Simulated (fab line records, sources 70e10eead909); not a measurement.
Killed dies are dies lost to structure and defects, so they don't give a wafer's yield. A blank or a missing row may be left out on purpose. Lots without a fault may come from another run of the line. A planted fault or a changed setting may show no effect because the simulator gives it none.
Which tool did it? | flow nand_harc | 14 lots, 42 wafers sampled, at 5 steps of a route of 1159

WHAT THE GAUGES READ, wafer by wafer
NHARC_END_SORT_01. Usual: killed_at_array 27, standard deviation 9.9; killed_at_other 0.5, standard deviation 0.76; killed_at_periphery 3.4, standard deviation 2.2; killed_dies 31, standard deviation 10; killed_open 3.3, standard deviation 2; killed_short 2.0, standard deviation 1.5.
lot  | measured     | on        | killed_at_array | killed_at_other | killed_at_periphery | killed_dies | killed_open | killed_short | flag
L756 | day 21 04:43 | prober-02 | 21 20 26        | 1 2 1           | 532 540 533         | 554 562 560 | 4 2 4       | 2 1 0        | OFF
L757 | day 21 04:43 | prober-01 | 6 5 5           | 1 0 0           | 540 556 544         | 547 561 549 | 3 2 1       | 0 1 0        | OFF
L765 | day 23 03:16 | prober-01 | 28 25 34        | 0 1 0           | 3 3 2               | 31 29 36    | 0 0 3       | 1 0 2        |

WHICH TOOL RAN EACH LOT (tool, then ch and the chambers of the sampled wafers, then the start)
lot  | NHARC_P_STI_OXIDE_33         | NHARC_THIN_TSV_PVD_51                   | NHARC_THIN_TSV_ANNEAL_52         | NHARC_THIN_TSV_DESCUM_35
L749 | furnace-04 ch 0, day 2 16:39 | pvd_sputter-02, day 19 06:52 or earlier | rtp_anneal-02 ch 0, day 19 06:52 | rie_diel-04 ch 1,3, day 19 09:01
L750 | furnace-04 ch 0, day 3 01:22 | pvd_sputter-01, day 19 05:02 or earlier | rtp_anneal-01 ch 0, day 19 05:02 | rie_diel-12 ch 1,2,3, day 19 06:59
L756 | furnace-04 ch 0, day 4 11:35 | pvd_sputter-01, day 20 19:43 or earlier | rtp_anneal-01 ch 0, day 20 19:43 | rie_diel-07 ch 0,1,3, day 20 21:42
L757 | furnace-04 ch 0, day 4 19:32 | pvd_sputter-03, day 20 16:40 or earlier | rtp_anneal-01 ch 0, day 20 16:40 | rie_diel-12 ch 1,2,3, day 20 18:46
L761 | furnace-05 ch 0, day 5 15:23 | pvd_sputter-03, day 21 19:19 or earlier | rtp_anneal-02 ch 0, day 21 19:19 | rie_diel-07 ch 0,1,3, day 21 21:26
L762 | furnace-05 ch 0, day 6 00:30 | pvd_sputter-02, day 21 16:47 or earlier | rtp_anneal-01 ch 0, day 21 16:47 | rie_diel-07 ch 1,2,3, day 21 18:55
L763 | furnace-08 ch 0, day 6 05:23 | pvd_sputter-02, day 21 21:52 or earlier | rtp_anneal-02 ch 0, day 21 21:52 | rie_diel-04 ch 0,1,2, day 21 23:59
L764 | furnace-05 ch 0, day 6 10:14 | pvd_sputter-03, day 22 17:54 or earlier | rtp_anneal-02 ch 0, day 22 17:54 | rie_diel-12 ch 0,1,3, day 22 19:58
L765 | furnace-08 ch 0, day 6 19:43 | pvd_sputter-03, day 22 16:20 or earlier | rtp_anneal-02 ch 0, day 22 16:20 | rie_diel-07 ch 0,2, day 22 18:28
L766 | furnace-08 ch 0, day 6 19:43 | pvd_sputter-02, day 23 03:34 or earlier | rtp_anneal-02 ch 0, day 23 03:34 | rie_diel-04 ch 1,2,3, day 23 05:38
L769 | furnace-08 ch 0, day 7 16:25 | pvd_sputter-01, day 23 12:19 or earlier | rtp_anneal-01 ch 0, day 23 12:19 | rie_diel-12 ch 1,2, day 23 14:21
L770 | furnace-08 ch 0, day 8 00:19 | pvd_sputter-03, day 23 21:46 or earlier | rtp_anneal-01 ch 0, day 23 21:46 | rie_diel-12 ch 0,1,2, day 23 23:51
L771 | furnace-05 ch 0, day 8 05:45 | pvd_sputter-03, day 23 17:33 or earlier | rtp_anneal-02 ch 0, day 23 17:33 | rie_diel-04 ch 1,3, day 23 19:35
L772 | furnace-04 ch 0, day 8 10:21 | pvd_sputter-01, day 23 18:18 or earlier | rtp_anneal-02 ch 0, day 23 18:18 | rie_diel-12 ch 2,3, day 23 20:21
- NHARC_P_STI_OXIDE_33: material SiO2, target thk 10 nm, ox time 281 s.
- NHARC_THIN_TSV_PVD_51: deposits Cu, target thk 100 nm.
- NHARC_THIN_TSV_ANNEAL_52: time 90 s.
- NHARC_THIN_TSV_DESCUM_35: chemistry O2, time 3 s.

WHAT THE TOOLS THEMSELVES READ (means of the sampled wafers that have a number; where no wafer has one, the mark that the record gives instead)
NHARC_P_STI_OXIDE_33. Usual: zone_power_lower_pct 23.5 %, standard deviation 1.8.
lot  | tool       | zone_power_lower_pct (%) | flag
L749 | furnace-04 | 23.0                     |
L750 | furnace-04 | 23.1                     |
L756 | furnace-04 | 23.2                     |
L757 | furnace-04 | 23.3                     |
L761 | furnace-05 | 25.7                     |
L762 | furnace-05 | 25.5                     |
L763 | furnace-08 | 21.2                     |
L764 | furnace-05 | 25.5                     |
L765 | furnace-08 | 21.2                     |
L766 | furnace-08 | 21.0                     |
L769 | furnace-08 | 20.9                     |
L770 | furnace-08 | 21.3                     |
L771 | furnace-05 | 25.7                     |
L772 | furnace-04 | 23.0                     |

NHARC_THIN_TSV_PVD_51. Usual: throttle_valve_pct 29.5 %, standard deviation 0.84.
lot  | tool           | throttle_valve_pct (%) | flag
L749 | pvd_sputter-02 | 29.4                   |
L750 | pvd_sputter-01 | 29.6                   |
L756 | pvd_sputter-01 | 29.5                   |
L757 | pvd_sputter-03 | 30.0                   |
L761 | pvd_sputter-03 | 30.2                   |
L762 | pvd_sputter-02 | 28.4                   |
L763 | pvd_sputter-02 | 29.0                   |
L764 | pvd_sputter-03 | 29.9                   |
L765 | pvd_sputter-03 | 30.1                   |
L766 | pvd_sputter-02 | 28.2                   |
L769 | pvd_sputter-01 | 29.9                   |
L770 | pvd_sputter-03 | 29.5                   |
L771 | pvd_sputter-03 | 29.7                   |
L772 | pvd_sputter-01 | 29.5                   |

NHARC_THIN_TSV_ANNEAL_52. Usual: wafer_temp_C_max 225.89, standard deviation 0.22.
lot  | tool          | wafer_temp_C_max | flag
L749 | rtp_anneal-02 | 225.98           |
L750 | rtp_anneal-01 | 226.09           |
L756 | rtp_anneal-01 | 225.66           |
L757 | rtp_anneal-01 | 225.86           |
L761 | rtp_anneal-02 | 225.97           |
L762 | rtp_anneal-01 | 225.63           |
L763 | rtp_anneal-02 | 225.95           |
L764 | rtp_anneal-02 | 225.70           |
L765 | rtp_anneal-02 | 226.13           |
L766 | rtp_anneal-02 | 225.93           |
L769 | rtp_anneal-01 | 225.54           |
L770 | rtp_anneal-01 | 226.04           |
L771 | rtp_anneal-02 | 225.90           |
L772 | rtp_anneal-02 | 225.74           |

NHARC_THIN_TSV_DESCUM_35. Usual: drypump_motor_current_A 5.7 A, standard deviation 0.42; oes_product_au 1.002 a.u., standard deviation 0.018; rf_vpp_V 57.7 V, standard deviation 0.81; showerhead_plenum_p_Torr 1.89 Torr, standard deviation 0.078; throttle_valve_pct 11.312 %, standard deviation 0.0087.
lot  | tool        | drypump_motor_current_A (A) | oes_product_au (a.u.) | rf_vpp_V (V) | showerhead_plenum_p_Torr (Torr) | throttle_valve_pct (%) | flag
L749 | rie_diel-04 | 6.0                         | 0.993                 | 57.8         | 1.92                            | 11.316                 |
L750 | rie_diel-12 | 5.6                         | 1.007                 | 57.3         | 1.88                            | 11.304                 |
L756 | rie_diel-07 | 6.0                         | 1.003                 | 57.5         | 1.86                            | 11.314                 |
L757 | rie_diel-12 | 5.6                         | 0.999                 | 58.2         | 1.88                            | 11.320                 |
L761 | rie_diel-07 | 6.0                         | 1.012                 | 57.0         | 1.86                            | 11.316                 |
L762 | rie_diel-07 | 5.9                         | 0.996                 | 57.6         | 1.89                            | 11.304                 |
L763 | rie_diel-04 | 5.7                         | 0.987                 | 57.2         | 1.89                            | 11.314                 |
L764 | rie_diel-12 | 5.6                         | 1.008                 | 57.6         | 1.93                            | 11.308                 |
L765 | rie_diel-07 | 5.9                         | 0.997                 | 58.1         | 1.86                            | 11.308                 |
L766 | rie_diel-04 | 5.7                         | 0.983                 | 56.8         | 1.90                            | 11.321                 |
L769 | rie_diel-12 | 5.8                         | 1.026                 | 57.1         | 1.89                            | 11.312                 |
L770 | rie_diel-12 | 5.5                         | 1.019                 | 58.6         | 1.93                            | 11.313                 |
L771 | rie_diel-04 | 5.9                         | 0.977                 | 58.0         | 1.92                            | 11.314                 |
L772 | rie_diel-12 | 5.4                         | 0.995                 | 58.3         | 1.85                            | 11.308                 |

THE ANSWER, worked out from the rows above alone
Rule: a lot is off if the mean of its wafers that have a number lies more than 3 standard deviations from the usual mean. A lot without any number at a reading at which 4 lots or more have one is off too. The other lots that the step has rows for count as sound. The gauges are gone through in route order, then the tools' own readings, and for those a lot's mean is taken as printed above. The first step at which some lot is off is used, and at that step the reading that is off furthest; a lot without a number counts as furthest.
Off: L756, L757, at NHARC_END_SORT_01 (killed_at_periphery). Neither off nor sound, because the step has no rows for them: L749, L750, L761, L762, L763, L764, L766, L769, L770, L771, L772.
A tool fits if, at a process step before that reading, it ran every lot that is off, and no sound lot after the first of them. The gauges at NHARC_END_SORT_01 are tried like those tools. NHARC_THIN_TSV_PVD_51 gives no start for some lots, so the hours and the order of its lots are those of NHARC_THIN_TSV_ANNEAL_52. Can't be told from this: 2 tools fit, furnace-04 at NHARC_P_STI_OXIDE_33, rtp_anneal-01 at NHARC_THIN_TSV_ANNEAL_52.

WHAT THE SIMULATOR HAD PUT IN
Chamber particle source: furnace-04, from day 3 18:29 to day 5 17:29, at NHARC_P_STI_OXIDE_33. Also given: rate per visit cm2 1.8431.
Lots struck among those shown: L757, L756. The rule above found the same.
